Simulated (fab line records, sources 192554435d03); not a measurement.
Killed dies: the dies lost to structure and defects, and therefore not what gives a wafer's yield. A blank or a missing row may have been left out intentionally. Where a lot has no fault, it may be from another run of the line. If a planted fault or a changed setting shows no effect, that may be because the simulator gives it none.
Matching of chambers || flow n5-finfet || 4 sister chambers for N5_BEOL_M10_CMP_52 on cmp-03
The step polishes, stops on SiCOH lowk, t overpolish 7 s, target thk 140 nm. 14 wafers are shown with their chamber, then 7 later ones without.

## WAFERS WITH THEIR CHAMBER
{"wafer": "L074.1", "chamber": 3, "motor-current-A (A)": 5.8, "time-to-endpoint-s (s)": 65, "overpolish-run-s (s)": 7.002}
{"wafer": "L074.2", "chamber": 1, "motor-current-A (A)": 6.1, "time-to-endpoint-s (s)": 66, "overpolish-run-s (s)": 6.998}
{"wafer": "L074.5", "chamber": 2, "motor-current-A (A)": 5.6, "time-to-endpoint-s (s)": 65, "overpolish-run-s (s)": 6.993}
{"wafer": "L076.1", "chamber": 3, "motor-current-A (A)": 5.7, "time-to-endpoint-s (s)": 65, "overpolish-run-s (s)": 7.002}
{"wafer": "L076.2", "chamber": 2, "motor-current-A (A)": 5.5, "time-to-endpoint-s (s)": 66, "overpolish-run-s (s)": 7.020}
{"wafer": "L076.4", "chamber": 0, "motor-current-A (A)": 6.8, "time-to-endpoint-s (s)": 65, "overpolish-run-s (s)": 6.998}
{"wafer": "L077.2", "chamber": 2, "motor-current-A (A)": 6.0, "time-to-endpoint-s (s)": 68, "overpolish-run-s (s)": 7.004}
{"wafer": "L077.3", "chamber": 3, "motor-current-A (A)": 5.6, "time-to-endpoint-s (s)": 65, "overpolish-run-s (s)": 6.999}
{"wafer": "L077.5", "chamber": 3, "motor-current-A (A)": 5.8, "time-to-endpoint-s (s)": 66, "overpolish-run-s (s)": 6.999}
{"wafer": "L083.2", "chamber": 0, "motor-current-A (A)": 6.7, "time-to-endpoint-s (s)": 64, "overpolish-run-s (s)": 6.994}
{"wafer": "L083.4", "chamber": 2, "motor-current-A (A)": 5.8, "time-to-endpoint-s (s)": 69, "overpolish-run-s (s)": 6.998}
{"wafer": "L083.6", "chamber": 1, "motor-current-A (A)": 6.3, "time-to-endpoint-s (s)": 68, "overpolish-run-s (s)": 6.985}
{"wafer": "L086.1", "chamber": 1, "motor-current-A (A)": 6.2, "time-to-endpoint-s (s)": 66, "overpolish-run-s (s)": 6.994}
{"wafer": "L086.2", "chamber": 0, "motor-current-A (A)": 6.6, "time-to-endpoint-s (s)": 66, "overpolish-run-s (s)": 7.001}

SIGNATURES (averages over the wafers above)
{"reading": "motor-current-A", "chamber 0": 6.700, "chamber 1": 6.200, "chamber 2": 5.725, "chamber 3": 5.725, "scatter within a chamber": 0.147}
{"reading": "time-to-endpoint-s", "chamber 0": 65.00, "chamber 1": 66.67, "chamber 2": 67.00, "chamber 3": 65.25, "scatter within a chamber": 1.24}
{"reading": "overpolish-run-s", "chamber 0": 6.99767, "chamber 1": 6.99233, "chamber 2": 7.00375, "chamber 3": 7.00050, "scatter within a chamber": 0.00731}
Rule: a wafer's distance from a chamber is the root of the sum, over the readings, of the square of ((its reading less the chamber's mean) divided by the reading's scatter). If the next closest chamber is less than 2 further off than the closest, the wafer can't be placed; otherwise it belongs to the closest. The scatter is the square root of a quotient: the sum, over the shown wafers, of each reading's squared deviation from its chamber's mean, divided by wafers minus chambers.

## WAFERS WITH NO CHAMBER GIVEN
{"wafer": "L086.4", "motor-current-A (A)": 5.7, "time-to-endpoint-s (s)": 69, "overpolish-run-s (s)": 7.010}
{"wafer": "L088.1", "motor-current-A (A)": 6.8, "time-to-endpoint-s (s)": 61, "overpolish-run-s (s)": 7.007}
{"wafer": "L088.4", "motor-current-A (A)": 5.8, "time-to-endpoint-s (s)": 68, "overpolish-run-s (s)": 6.990}
{"wafer": "L088.5", "motor-current-A (A)": 5.5, "time-to-endpoint-s (s)": 65, "overpolish-run-s (s)": 6.988}
{"wafer": "L093.1", "motor-current-A (A)": 5.4, "time-to-endpoint-s (s)": 67, "overpolish-run-s (s)": 7.001}
{"wafer": "L093.4", "motor-current-A (A)": 6.6, "time-to-endpoint-s (s)": 65, "overpolish-run-s (s)": 6.999}
{"wafer": "L093.6", "motor-current-A (A)": 6.1, "time-to-endpoint-s (s)": 69, "overpolish-run-s (s)": 6.998}

## CHAMBER TAKEN BY EACH
{"wafer": "L086.4", "from the rows above": "can't be placed: 2 or 3", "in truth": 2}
{"wafer": "L088.1", "from the rows above": 0, "in truth": 0}
{"wafer": "L088.4", "from the rows above": "can't be placed: 2 or 3 or 1", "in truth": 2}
{"wafer": "L088.5", "from the rows above": "can't be placed: 3 or 2", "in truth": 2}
{"wafer": "L093.1", "from the rows above": "can't be placed: 2 or 3", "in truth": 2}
{"wafer": "L093.4", "from the rows above": 0, "in truth": 0}
{"wafer": "L093.6", "from the rows above": "can't be placed: 1 or 2 or 3", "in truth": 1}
2 of 7 placed correctly. Can't be placed from these rows: 5 (the true chamber is among the candidates in 5). Number placed wrongly: 0.
